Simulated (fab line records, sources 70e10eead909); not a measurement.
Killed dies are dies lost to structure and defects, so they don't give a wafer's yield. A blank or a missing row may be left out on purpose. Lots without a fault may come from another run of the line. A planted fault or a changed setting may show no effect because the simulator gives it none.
Chamber matching | flow nand_harc | NHARC_A_STAIRCASE_DEP_156 on pecvd-02: 3 sister chambers
The step deposits SiNx, target thk 50 nm. 6 wafers are shown with their chamber, then 11 later ones without.

WAFERS WITH THEIR CHAMBER
wafer  | chamber | heater_power_w (W)
L091.2 | 1       | 765
L091.6 | 0       | 840
L092.1 | 0       | 707
L092.2 | 1       | 846
L092.4 | 2       | 881
L094.1 | 2       | 896

WAFERS WITHOUT THEIR CHAMBER
wafer  | heater_power_w (W)
L094.4 | 797
L094.5 | 896
L095.2 | 846
L095.5 | 826
L095.6 | 839
L093.1 | 948
L093.4 | 786
L093.6 | 946
L096.1 | 865
L096.3 | 968
L096.4 | 965

WHICH CHAMBER EACH WENT THROUGH
wafer  | from the rows above          | in truth
L094.4 | can't be placed: 1 or 0 or 2 | 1
L094.5 | can't be placed: 2 or 1 or 0 | 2
L095.2 | can't be placed: 1 or 2 or 0 | 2
L095.5 | can't be placed: 1 or 0 or 2 | 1
L095.6 | can't be placed: 1 or 2 or 0 | 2
L093.1 | can't be placed: 2 or 1 or 0 | 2
L093.4 | can't be placed: 0 or 1 or 2 | 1
L093.6 | can't be placed: 2 or 1 or 0 | 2
L096.1 | can't be placed: 2 or 1 or 0 | 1
L096.3 | can't be placed: 2 or 1 or 0 | 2
L096.4 | can't be placed: 2 or 1 or 0 | 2
Placed correctly: 0 of 11. Can't be placed from these rows: 11 (the true chamber is among the candidates in 11). Placed wrongly: 0.
How it was worked out, from the rows above alone: a wafer's distance from a chamber is the root of the sum, over the readings, of the square of ((its reading less the chamber's mean) divided by the reading's scatter). The wafer belongs to the nearest chamber; if the next one is less than 2 further off, it can't be placed. A chamber's mean is the mean of its shown wafers. The scatter: the root of (the sum of the squares of (reading less its chamber's mean) over the shown wafers, divided by (wafers less chambers)).
